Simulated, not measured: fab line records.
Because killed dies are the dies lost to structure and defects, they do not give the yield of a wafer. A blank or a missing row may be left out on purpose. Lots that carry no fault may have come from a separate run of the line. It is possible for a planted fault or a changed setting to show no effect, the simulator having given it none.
Matching of chambers	flow n5_finfet	3 sister chambers for N5_BEOL_M11_CURE_72 on uv_cure-01
The step cures SiCOH lowk, time 120 s. 3 wafers are shown with their chamber, then 11 later ones without.

## WAFERS, EACH WITH ITS CHAMBER
wafer	chamber	wafer_temp_C_max
L080.6	1	371.8
L088.6	0	370.9
L091.2	2	373.0

## WAFERS WITH NO CHAMBER GIVEN
wafer	wafer_temp_C_max
L091.3	372.9
L091.6	372.2
L094.1	372.1
L094.5	371.9
L094.6	371.7
L097.1	371.5
L097.3	371.7
L097.6	371.6
L097.2	372.6
L097.4	371.4
L097.5	372.5

## EACH ONE'S CHAMBER
wafer	from the rows above	in truth
L091.3	2	2
L091.6	can't be placed: 1 or 2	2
L094.1	can't be placed: 1 or 2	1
L094.5	1	1
L094.6	1	1
L097.1	can't be placed: 1 or 0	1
L097.3	1	1
L097.6	can't be placed: 1 or 0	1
L097.2	can't be placed: 2 or 1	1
L097.4	can't be placed: 1 or 0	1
L097.5	can't be placed: 2 or 1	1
Placed correctly: 4 of 11. These rows do not allow placing 7 (true chamber among the candidates in 7). Number placed wrongly: 0.
How it was worked out, from the rows above alone: a wafer's distance from a chamber is the root of the sum, over the readings, of the square of ((its reading less the chamber's mean) divided by the reading's scatter). The wafer belongs to the nearest chamber; if the next one is less than 2 further off, it can't be placed. A chamber's mean is the mean of its shown wafers. The scatter: with one shown wafer a chamber, the root of the mean of the squares of how far each hidden wafer lies from its nearest shown one.
